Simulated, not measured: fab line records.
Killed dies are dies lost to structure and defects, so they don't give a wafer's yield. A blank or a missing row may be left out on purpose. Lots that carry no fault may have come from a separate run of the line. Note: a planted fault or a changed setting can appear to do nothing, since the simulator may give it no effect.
Matching of chambers / flow n5Finfet / rieDiel-01 running N5_STI_FIN_REVEAL_STRIP_24: 4 sister chambers
The step strips in N2/H2, time 90 s. 27 wafers are shown with their chamber, then 12 later ones without.

== WAFERS, EACH WITH ITS CHAMBER ==
wafer=L074.1; chamber=3; drypumpMotorCurrentA (A)=6.7; showerheadPlenumPTorr (Torr)=3.48; oesProductAu (a.u.)=0.75
wafer=L074.3; chamber=2; drypumpMotorCurrentA (A)=5.6; showerheadPlenumPTorr (Torr)=3.30; oesProductAu (a.u.)=0.83
wafer=L074.4; chamber=1; drypumpMotorCurrentA (A)=6.2; showerheadPlenumPTorr (Torr)=3.46; oesProductAu (a.u.)=0.91
wafer=L077.1; chamber=3; drypumpMotorCurrentA (A)=6.6; showerheadPlenumPTorr (Torr)=3.47; oesProductAu (a.u.)=0.73
wafer=L077.4; chamber=1; drypumpMotorCurrentA (A)=6.2; showerheadPlenumPTorr (Torr)=3.45; oesProductAu (a.u.)=0.91
wafer=L077.5; chamber=3; drypumpMotorCurrentA (A)=6.7; showerheadPlenumPTorr (Torr)=3.47; oesProductAu (a.u.)=0.74
wafer=L078.3; chamber=3; drypumpMotorCurrentA (A)=6.7; showerheadPlenumPTorr (Torr)=3.47; oesProductAu (a.u.)=0.74
wafer=L078.4; chamber=0; drypumpMotorCurrentA (A)=5.9; showerheadPlenumPTorr (Torr)=3.26; oesProductAu (a.u.)=0.78
wafer=L078.5; chamber=2; drypumpMotorCurrentA (A)=5.6; showerheadPlenumPTorr (Torr)=3.30; oesProductAu (a.u.)=0.82
wafer=L080.2; chamber=3; drypumpMotorCurrentA (A)=6.6; showerheadPlenumPTorr (Torr)=3.47; oesProductAu (a.u.)=0.73
wafer=L080.5; chamber=3; drypumpMotorCurrentA (A)=6.7; showerheadPlenumPTorr (Torr)=3.47; oesProductAu (a.u.)=0.72
wafer=L080.6; chamber=0; drypumpMotorCurrentA (A)=5.9; showerheadPlenumPTorr (Torr)=3.26; oesProductAu (a.u.)=0.77
wafer=L082.2; chamber=1; drypumpMotorCurrentA (A)=6.2; showerheadPlenumPTorr (Torr)=3.45; oesProductAu (a.u.)=0.89
wafer=L082.4; chamber=3; drypumpMotorCurrentA (A)=6.7; showerheadPlenumPTorr (Torr)=3.47; oesProductAu (a.u.)=0.73
wafer=L082.5; chamber=0; drypumpMotorCurrentA (A)=5.9; showerheadPlenumPTorr (Torr)=3.26; oesProductAu (a.u.)=0.77
wafer=L086.1; chamber=3; drypumpMotorCurrentA (A)=6.7; showerheadPlenumPTorr (Torr)=3.46; oesProductAu (a.u.)=0.72
wafer=L086.3; chamber=2; drypumpMotorCurrentA (A)=5.6; showerheadPlenumPTorr (Torr)=3.29; oesProductAu (a.u.)=0.80
wafer=L086.5; chamber=0; drypumpMotorCurrentA (A)=5.9; showerheadPlenumPTorr (Torr)=3.25; oesProductAu (a.u.)=0.77
wafer=L089.1; chamber=1; drypumpMotorCurrentA (A)=6.2; showerheadPlenumPTorr (Torr)=3.44; oesProductAu (a.u.)=0.88
wafer=L089.4; chamber=2; drypumpMotorCurrentA (A)=5.6; showerheadPlenumPTorr (Torr)=3.29; oesProductAu (a.u.)=0.79
wafer=L089.5; chamber=0; drypumpMotorCurrentA (A)=5.9; showerheadPlenumPTorr (Torr)=3.25; oesProductAu (a.u.)=0.77
wafer=L090.2; chamber=1; drypumpMotorCurrentA (A)=6.2; showerheadPlenumPTorr (Torr)=3.44; oesProductAu (a.u.)=0.88
wafer=L090.3; chamber=2; drypumpMotorCurrentA (A)=5.6; showerheadPlenumPTorr (Torr)=3.28; oesProductAu (a.u.)=0.79
wafer=L090.5; chamber=2; drypumpMotorCurrentA (A)=5.6; showerheadPlenumPTorr (Torr)=3.28; oesProductAu (a.u.)=0.79
wafer=L091.3; chamber=2; drypumpMotorCurrentA (A)=5.6; showerheadPlenumPTorr (Torr)=3.28; oesProductAu (a.u.)=0.79
wafer=L091.4; chamber=1; drypumpMotorCurrentA (A)=6.2; showerheadPlenumPTorr (Torr)=3.44; oesProductAu (a.u.)=0.87
wafer=L091.5; chamber=0; drypumpMotorCurrentA (A)=5.9; showerheadPlenumPTorr (Torr)=3.25; oesProductAu (a.u.)=0.77

SIGNATURES (means of the wafers above)
reading=drypumpMotorCurrentA; chamber 0=5.900; chamber 1=6.200; chamber 2=5.600; chamber 3=6.675; scatter within a chamber=0.0255
reading=showerheadPlenumPTorr; chamber 0=3.2550; chamber 1=3.4467; chamber 2=3.2886; chamber 3=3.4700; scatter within a chamber=0.00713
reading=oesProductAu; chamber 0=0.7717; chamber 1=0.8900; chamber 2=0.8014; chamber 3=0.7325; scatter within a chamber=0.0131
Rule: a wafer's distance from a chamber is the root of the sum, over the readings, of the square of ((its reading less the chamber's mean) divided by the reading's scatter). If the next closest chamber is less than 2 further off than the closest, the wafer can't be placed; otherwise it belongs to the closest. The scatter is the square root of a quotient: the sum, over the shown wafers, of each reading's squared deviation from its chamber's mean, divided by wafers minus chambers.

== WAFERS WITH NO CHAMBER GIVEN ==
wafer=L092.2; drypumpMotorCurrentA (A)=5.9; showerheadPlenumPTorr (Torr)=3.25; oesProductAu (a.u.)=0.76
wafer=L092.4; drypumpMotorCurrentA (A)=6.2; showerheadPlenumPTorr (Torr)=3.44; oesProductAu (a.u.)=0.87
wafer=L092.5; drypumpMotorCurrentA (A)=5.9; showerheadPlenumPTorr (Torr)=3.25; oesProductAu (a.u.)=0.77
wafer=L093.3; drypumpMotorCurrentA (A)=5.9; showerheadPlenumPTorr (Torr)=3.24; oesProductAu (a.u.)=0.76
wafer=L093.5; drypumpMotorCurrentA (A)=5.6; showerheadPlenumPTorr (Torr)=3.28; oesProductAu (a.u.)=0.78
wafer=L093.6; drypumpMotorCurrentA (A)=6.7; showerheadPlenumPTorr (Torr)=3.45; oesProductAu (a.u.)=0.72
wafer=L095.1; drypumpMotorCurrentA (A)=6.7; showerheadPlenumPTorr (Torr)=3.45; oesProductAu (a.u.)=0.70
wafer=L095.4; drypumpMotorCurrentA (A)=5.6; showerheadPlenumPTorr (Torr)=3.28; oesProductAu (a.u.)=0.78
wafer=L095.6; drypumpMotorCurrentA (A)=5.6; showerheadPlenumPTorr (Torr)=3.28; oesProductAu (a.u.)=0.78
wafer=L096.2; drypumpMotorCurrentA (A)=6.7; showerheadPlenumPTorr (Torr)=3.45; oesProductAu (a.u.)=0.71
wafer=L096.4; drypumpMotorCurrentA (A)=5.6; showerheadPlenumPTorr (Torr)=3.28; oesProductAu (a.u.)=0.78
wafer=L096.5; drypumpMotorCurrentA (A)=5.6; showerheadPlenumPTorr (Torr)=3.28; oesProductAu (a.u.)=0.78

== WHICH CHAMBER EACH WENT THROUGH ==
wafer=L092.2; from the rows above=0; in truth=0
wafer=L092.4; from the rows above=1; in truth=1
wafer=L092.5; from the rows above=0; in truth=0
wafer=L093.3; from the rows above=0; in truth=0
wafer=L093.5; from the rows above=2; in truth=2
wafer=L093.6; from the rows above=3; in truth=3
wafer=L095.1; from the rows above=3; in truth=3
wafer=L095.4; from the rows above=2; in truth=2
wafer=L095.6; from the rows above=2; in truth=2
wafer=L096.2; from the rows above=3; in truth=3
wafer=L096.4; from the rows above=2; in truth=2
wafer=L096.5; from the rows above=2; in truth=2
Correctly placed: 12 of 12. Can't be placed from these rows: 0. Number placed wrongly: 0.
